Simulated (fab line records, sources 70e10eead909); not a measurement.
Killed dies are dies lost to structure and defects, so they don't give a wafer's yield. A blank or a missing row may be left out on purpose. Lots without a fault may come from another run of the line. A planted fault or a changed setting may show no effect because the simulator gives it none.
Chamber matching | flow nand_harc | NHARC_A_STAIRCASE_DEP_259 on pecvd-03: 3 sister chambers
The step deposits SiON, target thk 30 nm. 3 wafers are shown with their chamber, then 9 later ones without.

WAFERS WITH THEIR CHAMBER
wafer  | chamber | heater_power_w (W)
L643.6 | 0       | 667
L645.1 | 2       | 767
L645.4 | 1       | 701

WAFERS WITHOUT THEIR CHAMBER
wafer  | heater_power_w (W)
L655.2 | 664
L655.3 | 766
L655.6 | 660
L659.3 | 627
L659.4 | 636
L659.6 | 734
L658.1 | 780
L658.2 | 679
L658.3 | 582

WHICH CHAMBER EACH WENT THROUGH
wafer  | from the rows above          | in truth
L655.2 | can't be placed: 0 or 1      | 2
L655.3 | can't be placed: 2 or 1      | 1
L655.6 | can't be placed: 0 or 1      | 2
L659.3 | can't be placed: 0 or 1      | 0
L659.4 | can't be placed: 0 or 1      | 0
L659.6 | can't be placed: 1 or 2 or 0 | 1
L658.1 | can't be placed: 2 or 1      | 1
L658.2 | can't be placed: 0 or 1      | 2
L658.3 | can't be placed: 0 or 1      | 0
Placed correctly: 0 of 9. Can't be placed from these rows: 9 (the true chamber is among the candidates in 6). Placed wrongly: 0.
How it was worked out, from the rows above alone: a wafer's distance from a chamber is the root of the sum, over the readings, of the square of ((its reading less the chamber's mean) divided by the reading's scatter). The wafer belongs to the nearest chamber; if the next one is less than 2 further off, it can't be placed. A chamber's mean is the mean of its shown wafers. The scatter: with one shown wafer a chamber, the root of the mean of the squares of how far each hidden wafer lies from its nearest shown one.
